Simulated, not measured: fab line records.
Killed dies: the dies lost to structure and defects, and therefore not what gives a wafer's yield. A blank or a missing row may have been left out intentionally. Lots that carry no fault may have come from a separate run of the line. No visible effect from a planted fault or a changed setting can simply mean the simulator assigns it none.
A lot that was struck, set against a sound lot | flow nand-harc | 39 steps out of a route of 1302
Sound: the wafers L281.1, L281.4, L281.5. The struck wafers were L290.1, L290.5, L290.6. The cause comes at the end.
At each step with rows: each side's tool, then ch and its chambers, then its first start. Under that, the readings that differ: sound wafers | struck wafers | difference of the means | sigmas: that difference in standard deviations of wafers without a fault.
alike: readings with means less than 2 such deviations apart, plus words and numbers identical on both sides. not compared: withheld readings, readings lacking a value on some wafer, bounds such as >300 that could conceal the same value, and numbers that have no deviation in the record and whose values overlap.
A row with sigmas, a row that says differs or no value, or rows on one side alone: a step with any of these is where the two part. When numbers do not overlap yet have no deviation, they are printed without sigmas and do not part them. A reading that every wafer of one side lacks parts them only if that side has two wafers or more.

first, 6 steps without rows for these wafers: NHARC_A_STAIRCASE_EXPOSE_286 (exposes mask CHOP 100); NHARC_A_STAIRCASE_PEB_287 (peb time 130 s); NHARC_A_STAIRCASE_DEVELOP_288 (time 140 s); NHARC_A_STAIRCASE_HARDBAKE_290 (time 140 s); NHARC_A_STAIRCASE_DESCUM_291 (chemistry O2, time 3 s); NHARC_A_STAIRCASE_ETCH_292 (etches the open film in CF4/CHF3).
NHARC_A_STAIRCASE_HM_OPEN_460: chemistry O2/COS.
  sound: rie-diel-04 ch 0,1; struck: rie-diel-12 ch 2,3
  alike: drypump-motor-current-A, o2-flow-sccm, oes-product-au, rf-vpp-V, showerhead-plenum-p-Torr, throttle-valve-pct
  not compared: rf-hours-counter-h
then, 4 steps without rows for these wafers: NHARC_A_STAIRCASE_STRIP_461 (strips in O2/COS); NHARC_A_STAIRCASE_ETCH_452 (etches the open film in CF4/O2, target depth 30 nm, overetch 3 nm, time 16.5 s); NHARC_A_STAIRCASE_ETCH_294 (etches the open film in C4F8/O2/Ar, target depth 4989 nm, time 1211.6 s); NHARC_A_STAIRCASE_STRIP_295 (strips in O2).
NHARC_A_STAIRCASE_STRIP_296: strips in SPM, time 900 s.
  sound on wet-bench-06 ch 3,4,5, day 17 09:52; struck on wet-bench-04 ch 2,3,7, day 21 01:37
  alike: temp-c
then, 2 steps without rows for these wafers: NHARC_A_STAIRCASE_PRECLEAN_297 (cleans in SC1); NHARC_A_STAIRCASE_SRD_298.
NHARC_A_STAIRCASE_HM_DEP_462: deposits aC, target thk 800 nm.
  sound on acl-dep-03 ch 0, day 17 12:27; struck on acl-dep-02 ch 0, day 21 03:41
  alike: throttle-valve-pct
NHARC_A_STAIRCASE_DEP_301: deposits SiON, target thk 30 nm.
  sound on pecvd-04 ch 0,1,2, day 17 14:19; struck on pecvd-02 ch 0,1, day 21 05:37
  alike: heater-power-w
then, 9 steps without rows for these wafers: NHARC_A_STAIRCASE_DEHYDRATE_302 (time 120 s); NHARC_A_STAIRCASE_HMDS_303 (time 30 s); NHARC_A_STAIRCASE_COAT_304; NHARC_A_STAIRCASE_SOFTBAKE_305 (time 170 s); NHARC_A_STAIRCASE_EBR_306; NHARC_A_STAIRCASE_EXPOSE_307 (exposes mask CHOP 50); NHARC_A_STAIRCASE_PEB_308 (peb time 130 s); NHARC_A_STAIRCASE_DEVELOP_309 (time 140 s); NHARC_A_STAIRCASE_HARDBAKE_311 (time 140 s).
NHARC_A_STAIRCASE_DESCUM_312: chemistry O2, time 3 s.
  sound on rie-diel-11 ch 0,1, day 17 15:11; struck on rie-diel-12 ch 0,2,3, day 21 06:25
  alike: drypump-motor-current-A, o2-flow-sccm, oes-product-au, rf-vpp-V, showerhead-plenum-p-Torr, throttle-valve-pct
  not compared: rf-hours-counter-h
then, 3 steps without rows for these wafers: NHARC_A_STAIRCASE_ETCH_313 (etches the open film in CF4/CHF3); NHARC_A_STAIRCASE_HM_OPEN_463 (chemistry O2/COS); NHARC_A_STAIRCASE_STRIP_464 (strips in O2/COS).
NHARC_A_STAIRCASE_ETCH_453: etches the open film in CF4/O2, target depth 30 nm, overetch 3 nm, time 16.5 s.
  sound: rie-diel-11 ch 1,2,3; struck: rie-diel-12 ch 0,2
  alike: drypump-motor-current-A, o2-flow-sccm, oes_f_703_au, oes-product-au, rf-vpp-V, showerhead-plenum-p-Torr, throttle-valve-pct
  not compared: rf-hours-counter-h
then, 8 steps without rows for these wafers: NHARC_A_STAIRCASE_ETCH_315 (etches the open film in C4F8/O2/Ar, target depth 2500 nm, time 607.1 s); NHARC_A_STAIRCASE_STRIP_316 (strips in O2); NHARC_A_STAIRCASE_STRIP_317 (strips in SPM, time 900 s); NHARC_A_STAIRCASE_PRECLEAN_318 (cleans in SC1); NHARC_A_STAIRCASE_SRD_329; NHARC_A_STAIRCASE_ALD_415 (deposits SiO2, target thk 30 nm, pulse time 6 s, ald cycles 300); NHARC_A_STAIRCASE_ETCHBACK_416 (etches the open film in C4F8/O2/Ar, target depth 36 nm, time 7.2 s); NHARC_A_STAIRCASE_STRIP_476 (strips in O2, time 20 s).
-- jump in the record: it breaks off in module A_STAIRCASE and resumes in module END (first step shown: number 1302 of the route), and 7 days separate the struck wafers' starts before and after --
NHARC_END_SORT_01:
  only the struck wafers appear in the record here, on prober-01 ch 0 at day 27 23:11; the sound ones have no rows

## WHERE THEY PART
At NHARC_END_SORT_01 and nowhere else, as far as this record goes.

WHY: whatever the simulator had introduced
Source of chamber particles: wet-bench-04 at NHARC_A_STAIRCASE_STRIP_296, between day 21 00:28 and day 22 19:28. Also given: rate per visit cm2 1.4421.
